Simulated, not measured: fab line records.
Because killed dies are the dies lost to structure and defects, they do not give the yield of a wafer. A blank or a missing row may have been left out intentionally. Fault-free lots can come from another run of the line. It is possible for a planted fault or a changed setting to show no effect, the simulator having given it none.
Which tool did it?    flow n5Finfet    72 wafers from 24 lots sampled at 4 of the route's 1938 steps

## WHAT THE GAUGES READ, wafer by wafer
N5_BEOL_M4_OCD_MEAS_38.
lot   measured      on      trenchDepthNm (nm)
L075  day 8 12:58   ocd-02  56.5 57.5 55.4
L074  day 8 13:10   ocd-02  55.9 55.7 55.5
L076  day 9 06:50   ocd-01  55.2 56.4 55.0
L078  day 8 19:59   ocd-01  56.7 57.0 57.5
L077  day 9 11:56   ocd-02  54.3 56.5 57.1
L079  day 9 12:48   ocd-01  56.7 56.2 56.4
L080  day 9 13:07   ocd-01  56.5 55.3 54.6
L081  day 10 17:29  ocd-01  55.2 56.8 56.0
L082  day 10 17:01  ocd-01  56.1 56.0 56.3
L083  day 11 06:02  ocd-02  56.7 57.2 56.6
L084  day 11 10:29  ocd-02  56.1 56.0 56.1
L085  day 12 06:42  ocd-02  55.7 56.9 54.7
L086  day 12 07:04  ocd-01  57.5 54.0 56.1
L088  day 12 14:25  ocd-02  57.0 56.8 56.2
L087  day 12 21:06  ocd-01  57.5 56.5 56.2
L089  day 13 00:30  ocd-01  53.9 54.4 56.0
L090  day 13 06:02  ocd-01  55.4 55.8 57.1
L091  day 13 06:04  ocd-01  55.4 57.3 56.4
L093  day 13 06:00  ocd-02  55.4 55.2 55.9
L092  day 13 15:05  ocd-01  54.6 56.4 55.3
L095  day 13 15:21  ocd-01  55.9 55.5 55.4
L094  day 14 02:23  ocd-02  54.6 53.6 55.9
L096  day 14 17:08  ocd-01  55.0 55.9 55.7
L097  day 15 05:48  ocd-01  54.8 55.8 55.2

## WHICH TOOL RAN EACH LOT (tool, then ch and the chambers of the sampled wafers, then the start)
lot   N5_BEOL_M3_PRE_CLEAN_60          N5_BEOL_M3_DEP_57                N5_BEOL_M4_STRIP_19
L075  cvdCo-01 ch 0,1, day 8 06:02     pecvd-01 ch 0,2, day 8 06:11     rieDiel-04 ch 1,2, day 8 08:14
L074  cvdCo-02 ch 1,2, day 8 06:41     pecvd-01 ch 0,2, day 8 06:50     rieDiel-03 ch 1,2, day 8 08:35
L076  cvdCo-02 ch 0,1,2, day 8 10:49   pecvd-01 ch 0,1, day 8 10:58     rieDiel-03 ch 1,3, day 8 13:22
L078  cvdCo-01 ch 0,2, day 8 11:18     pecvd-01 ch 0,1, day 8 11:28     rieDiel-04 ch 1,3, day 8 13:39
L077  cvdCo-01 ch 1,2, day 8 13:43     pecvd-04 ch 0,1, day 8 13:53     rieDiel-04 ch 2,3, day 8 15:23
L079  cvdCo-01 ch 1,2, day 8 20:42     pecvd-01 ch 0,1,2, day 8 20:52   rieDiel-04 ch 2,3, day 8 23:12
L080  cvdCo-02 ch 1,2, day 8 22:16     pecvd-01 ch 0,1,2, day 8 22:26   rieDiel-01 ch 0,3, day 9 00:33
L081  cvdCo-01 ch 0,1, day 9 00:53     pecvd-03 ch 0,1,2, day 9 01:03   rieDiel-01 ch 0,2, day 9 06:11
L082  cvdCo-02 ch 0,1,2, day 9 09:27   pecvd-04 ch 1,2, day 9 09:37     rieDiel-03 ch 0,3, day 9 12:46
L083  cvdCo-02 ch 1,2, day 11 01:16    pecvd-04 ch 0,1,2, day 11 01:26  rieDiel-01 ch 1,3, day 11 04:12
L084  cvdCo-02 ch 1,2, day 11 03:46    pecvd-04 ch 0,1, day 11 03:55    rieDiel-01 ch 0,3, day 11 07:16
L085  cvdCo-01 ch 0,1, day 11 20:46    pecvd-04 ch 0,2, day 11 20:55    rieDiel-03 ch 0,1, day 11 23:14
L086  cvdCo-01 ch 0,1, day 12 00:52    pecvd-04 ch 0,1, day 12 01:02    rieDiel-01 ch 0,1,2, day 12 04:46
L088  cvdCo-02 ch 0,2, day 12 07:40    pecvd-03 ch 0,1,2, day 12 07:49  rieDiel-04 ch 0,3, day 12 11:05
L087  cvdCo-01 ch 0,1,2, day 12 07:48  pecvd-01 ch 1,2, day 12 07:58    rieDiel-01 ch 0,1, day 12 11:14
L089  cvdCo-02 ch 0,1, day 12 10:17    pecvd-04 ch 0,1,2, day 12 10:27  rieDiel-03 ch 0,1,3, day 12 12:21
L090  cvdCo-01 ch 0,1,2, day 12 10:44  pecvd-01 ch 0,1,2, day 12 10:53  rieDiel-01 ch 0,1, day 12 12:35
L091  cvdCo-02 ch 0,1,2, day 12 12:23  pecvd-03 ch 0,1, day 12 12:33    rieDiel-04 ch 0,1,2, day 12 15:21
L093  cvdCo-01 ch 1,2, day 12 14:54    pecvd-01 ch 0,1,2, day 12 15:04  rieDiel-03 ch 0,1, day 12 16:40
L092  cvdCo-01 ch 0,1,2, day 12 21:50  pecvd-03 ch 0,2, day 12 22:00    rieDiel-03 ch 0,1,3, day 12 23:14
L095  cvdCo-01 ch 0,1, day 13 02:04    pecvd-03 ch 0, day 13 02:14      rieDiel-04 ch 1,2,3, day 13 07:23
L094  cvdCo-02 ch 0,1,2, day 13 04:28  pecvd-04 ch 0,1,2, day 13 04:38  rieDiel-01 ch 0,2,3, day 13 07:27
L096  cvdCo-02 ch 0,2, day 14 07:57    pecvd-01 ch 1,2, day 14 08:06    rieDiel-04 ch 2,3, day 14 10:16
L097  cvdCo-02 ch 0,1, day 14 19:12    pecvd-03 ch 0,1,2, day 14 19:22  rieDiel-01 ch 0,1,2, day 14 21:13
- N5_BEOL_M3_PRE_CLEAN_60: time 15 s.
- N5_BEOL_M3_DEP_57: deposits SiCN from 3MS/NH3, target thk 8 nm, time 14 s.
- N5_BEOL_M4_STRIP_19: strips in O2.

## WHAT THE TOOLS THEMSELVES READ (means of the sampled wafers that have a number; where no wafer has one, the mark that the record gives instead)
N5_BEOL_M3_PRE_CLEAN_60.
lot   tool      heaterPowerW (W)
L075  cvdCo-01  78
L074  cvdCo-02  88
L076  cvdCo-02  77
L078  cvdCo-01  101
L077  cvdCo-01  105
L079  cvdCo-01  92
L080  cvdCo-02  101
L081  cvdCo-01  78
L082  cvdCo-02  76
L083  cvdCo-02  91
L084  cvdCo-02  101
L085  cvdCo-01  78
L086  cvdCo-01  79
L088  cvdCo-02  55
L087  cvdCo-01  91
L089  cvdCo-02  90
L090  cvdCo-01  91
L091  cvdCo-02  78
L093  cvdCo-01  106
L092  cvdCo-01  91
L095  cvdCo-01  78
L094  cvdCo-02  78
L096  cvdCo-02  68
L097  cvdCo-02  89

N5_BEOL_M3_DEP_57.
lot   tool      showerheadPlenumPTorr (Torr)  throttleValvePct (%)
L075  pecvd-01  3.661                         8.7
L074  pecvd-01  3.665                         8.6
L076  pecvd-01  3.669                         8.6
L078  pecvd-01  3.674                         8.6
L077  pecvd-04  3.665                         9.5
L079  pecvd-01  3.662                         8.8
L080  pecvd-01  3.663                         8.9
L081  pecvd-03  3.650                         8.9
L082  pecvd-04  3.663                         9.0
L083  pecvd-04  3.674                         8.9
L084  pecvd-04  3.675                         9.4
L085  pecvd-04  3.682                         9.1
L086  pecvd-04  3.677                         9.4
L088  pecvd-03  3.643                         8.8
L087  pecvd-01  3.654                         9.0
L089  pecvd-04  3.675                         9.1
L090  pecvd-01  3.662                         8.8
L091  pecvd-03  3.655                         9.0
L093  pecvd-01  3.662                         8.8
L092  pecvd-03  3.642                         8.8
L095  pecvd-03  3.654                         8.7
L094  pecvd-04  3.675                         9.1
L096  pecvd-01  3.659                         9.1
L097  pecvd-03  3.649                         9.0

N5_BEOL_M4_STRIP_19.
lot   tool        drypumpMotorCurrentA (A)  oesProductAu (a.u.)  rfVppV (V)  showerheadPlenumPTorr (Torr)  throttleValvePct (%)
L075  rieDiel-04  5.8                       0.83                 3.9         2.09                          16.49
L074  rieDiel-03  5.5                       0.80                 3.3         2.09                          16.64
L076  rieDiel-03  5.4                       0.82                 3.9         2.22                          16.46
L078  rieDiel-04  6.0                       0.92                 3.5         2.17                          16.66
L077  rieDiel-04  5.7                       0.90                 3.9         2.19                          16.51
L079  rieDiel-04  5.5                       0.85                 3.4         2.15                          16.44
L080  rieDiel-01  5.3                       0.90                 3.6         2.08                          16.48
L081  rieDiel-01  5.8                       0.75                 3.7         2.00                          16.73
L082  rieDiel-03  5.4                       0.76                 3.7         2.09                          16.69
L083  rieDiel-01  5.1                       0.89                 3.6         2.14                          16.47
L084  rieDiel-01  5.1                       0.86                 3.7         2.10                          16.50
L085  rieDiel-03  5.3                       0.77                 3.3         2.10                          16.70
L086  rieDiel-01  5.6                       0.89                 4.1         2.13                          16.50
L088  rieDiel-04  5.3                       0.89                 3.5         2.12                          16.69
L087  rieDiel-01  5.3                       0.87                 3.4         2.11                          16.51
L089  rieDiel-03  5.4                       0.78                 3.7         2.15                          16.60
L090  rieDiel-01  5.3                       0.86                 3.7         2.11                          16.51
L091  rieDiel-04  5.7                       0.83                 3.5         2.07                          16.66
L093  rieDiel-03  5.3                       0.81                 3.0         2.17                          16.57
L092  rieDiel-03  5.4                       0.78                 3.2         2.15                          16.61
L095  rieDiel-04  5.9                       0.82                 4.3         2.12                          16.65
L094  rieDiel-01  5.4                       0.88                 3.4         2.13                          16.53
L096  rieDiel-04  5.6                       0.80                 3.6         2.13                          16.50
L097  rieDiel-01  5.5                       0.85                 3.9         2.13                          16.54

## THE ANSWER, worked out from the rows above alone
Rule: the usual values come from the lots themselves. Put in order of their means at a reading, lots are off if they are a third of the lots or fewer, leave a main group of 4 or more, and stand apart from it by a gap of 3 or more times the standard deviation of the main group's means; of several such gaps the widest counts. A main group whose means are all the same, to the digits that the tables above print for the reading, isn't used. A lot without any number at a reading at which 4 lots or more have one is off too. Any other lot the step has rows for is counted as sound. The gauges are gone through in route order, then the tools' own readings, and for those a lot's mean is taken as printed above. The first step at which some lot is off is used, and at that step the reading that is off furthest; a lot without a number counts as furthest.
Across all readings shown, no lot is off: no conclusion can be drawn from this.

## WHAT THE SIMULATOR HAD PUT IN
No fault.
